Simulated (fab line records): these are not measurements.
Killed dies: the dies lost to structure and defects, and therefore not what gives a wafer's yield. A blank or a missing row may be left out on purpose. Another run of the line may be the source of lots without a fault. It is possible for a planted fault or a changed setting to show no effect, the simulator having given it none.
Comparing a struck lot with a sound one || flow n5 finfet || 39 steps out of a route of 1938
Sound: the wafers L803.3, L803.5, L803.6. Struck: wafer L815.3. (L815.5 of the same lot was not struck and is left out.) The cause comes at the end.
Each step with rows lists, per side, the tool, then ch with its chambers, then its first start. Under that, the readings that differ: sound wafers || struck wafers || difference of the means || sigmas: that difference in standard deviations of wafers without a fault.
alike: readings with means less than 2 such deviations apart, plus words and numbers identical on both sides. not compared: withheld readings, readings lacking a value on some wafer, bounds such as >300 that could conceal the same value, and numbers that have no deviation in the record and whose values overlap.
The two part at a step that has a row with sigmas, a row that says differs or no value, or rows on one side only. Non-overlapping numbers with no deviation appear without sigmas and do not part them. Lack of a reading on every wafer of one side parts them only where that side has two or more wafers.

first, 12 steps without rows for these wafers: N5_BEOL_M3_ANNEAL_87 (time 240 s); N5_BEOL_M3_SPUTTER_88 (material Cu, target thk 4.5 nm, time 8.29 s); N5_BEOL_M3_ANNEAL_89 (time 240 s); N5_BEOL_M3_SPUTTER_90 (material Cu, target thk 4.5 nm, time 8.29 s); N5_BEOL_M3_ANNEAL_91 (time 240 s); N5_BEOL_M3_SPUTTER_92 (material Cu, target thk 4.5 nm, time 8.29 s); N5_BEOL_M3_ANNEAL_93 (time 240 s); N5_BEOL_M3_SPUTTER_94 (material Cu, target thk 4.5 nm, time 8.29 s); N5_BEOL_M3_ANNEAL_95 (time 240 s); N5_BEOL_M3_SPUTTER_96 (material Cu, target thk 4.5 nm, time 8.29 s); N5_BEOL_M3_ECD_50 (material Cu, target thk 300 nm); N5_BEOL_M3_ANNEAL_51 (time 90 s).
N5_BEOL_M3_CMP_52: polishes, stops on SiOC, t overpolish 6.8 s, target thk 40 nm.
  sound on cmp-02 ch 0,1,3, day 8 11:29; struck on cmp-02 ch 1, day 11 15:24
{"reading": "barrier field endpoint s (s)", "sound": "24.7 24.3 25.0", "struck": 41.1, "difference": "+16.4", "sigmas": "+20"}
{"reading": "overpolish run s (s)", "sound": "6.800 6.792 6.792", "struck": 0.032, "difference": -6.763, "sigmas": "-99 or more"}
{"reading": "time to endpoint s (s)", "sound": "66 64 64", "struck": 81, "difference": "+16", "sigmas": "+3"}
  alike: motor current A
N5_BEOL_M3_THK_MEAS_53: measures by xrf.
  sound: film metro-01 at day 8 11:43; struck: film metro-02 at day 11 15:40
{"reading": "M3_THK (nm)", "sound": "39.8 41.8 42.8", "struck": 149.4, "difference": "+107.9", "sigmas": "+54"}
then, 4 steps without rows for these wafers: N5_BEOL_M3_PRE_CLEAN_60 (time 15 s); N5_BEOL_M3_CO_CAP_55 (material Co, precursor CCTBA/H2, target thk 2 nm, time 102.1 s); N5_BEOL_M3_PRE_CLEAN_56 (time 15 s); N5_BEOL_M3_DEP_57 (deposits SiCN from 3MS/NH3, target thk 8 nm, time 14 s).
N5_BEOL_M3_INSPECT_59: inspects for defects (darkfield).
  sound: defect inspect-01 at day 8 12:01; struck: defect inspect-01 at day 11 15:57
{"reading": "raw defect count", "sound": "53 76 111", "struck": 5068, "difference": "+4988", "sigmas": "+99 or more"}
then, 18 steps without rows for these wafers: N5_BEOL_M4_ILD_DEP_00 (deposits SiOC from DEMS/O2, target thk 79 nm, time 15.3 s); N5_BEOL_M4_PECVD_72 (deposits SiO2 from TEOS/O2, target thk 16 nm, time 18 s); N5_BEOL_M4_HM_DEP_02 (deposits TiN, target thk 20 nm); N5_BEOL_M4_COAT_61 (time 60 s, resist thk 60 nm); N5_BEOL_M4_COAT_62 (time 60 s, resist thk 12 nm); N5_BEOL_M4_COAT_73 (time 60 s, resist thk 5 nm); N5_BEOL_M4_COAT_05 (resist thk 30 nm); N5_BEOL_M4_EBR_07; N5_BEOL_M4_SOFTBAKE_06 (time 60 s); N5_BEOL_M4_EXPOSE_08 (exposes mask M4); N5_BEOL_M4_PEB_09 (peb time 60 s); N5_BEOL_M4_DEVELOP_10 (develop time 30 s); N5_BEOL_M4_DESCUM_16 (chemistry O2, time 7 s); N5_BEOL_M4_ETCH_74 (etches underlayer in N2/H2, target depth 6.5 nm, time 5.2 s); N5_BEOL_M4_ETCH_63 (etches SiARC in CF4, target depth 15.6 nm, time 26 s); N5_BEOL_M4_ETCH_64 (etches SOC in N2/H2, target depth 75 nm, overetch 22.5 nm, time 121.9 s); N5_BEOL_M4_STRIP_65 (strips in N2/H2); N5_BEOL_M4_STRIP_75 (strips in N2/H2).
N5_BEOL_M4_RC_MEAS_101:
  the record has rows for the sound wafers here (prober-02 ch 0, day 9 05:47) and none for the struck ones
-- record jumps: 6 days separate the struck wafers' starts on either side; left off in module BEOL_M4, taken up again in module PASSIVATION, whose first shown step is the route's number 1936 --
N5_PASSIVATION_PROBE_49:
  sound: prober-02 at day 13 11:37; struck: prober-02 at day 17 10:15
{"reading": "defect limited yield (%)", "sound": "93.8 92.9 93.3", "struck": 0, "difference": -93, "sigmas": -67}
{"reading": "killed_at_M0_to_M3", "sound": "25 28 30", "struck": 1105, "difference": "+1077", "sigmas": "+98"}
{"reading": "killed at front end", "sound": "30 24 26", "struck": 52, "difference": "+25", "sigmas": "+2"}
{"reading": "killed dies", "sound": "73 84 79", "struck": 1180, "difference": "+1101", "sigmas": "+69"}
{"reading": "killed on rim", "sound": "9 14 17", "struck": 152, "difference": "+139", "sigmas": "+33"}
{"reading": "sort n pass", "sound": "1107 1095 1101", "struck": 0, "difference": -1101, "sigmas": -52}
{"reading": "sort yield pct (%)", "sound": "93.8 92.8 93.3", "struck": 0, "difference": -93, "sigmas": -52}
  alike: killed_at_M4_up, killed at contacts, killed at other, killed open, killed short, sort_bin_4_leakage, sort_bin_5_function, sort_bin_6_memory, sort_bin_8_speed

WHERE THEY PART
First at N5_BEOL_M3_CMP_52; last, within this record, at N5_PASSIVATION_PROBE_49.

WHY: the cause the simulator had injected
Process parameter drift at N5_BEOL_M3_CMP_52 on cmp-02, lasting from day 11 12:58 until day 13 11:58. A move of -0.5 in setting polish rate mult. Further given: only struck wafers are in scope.
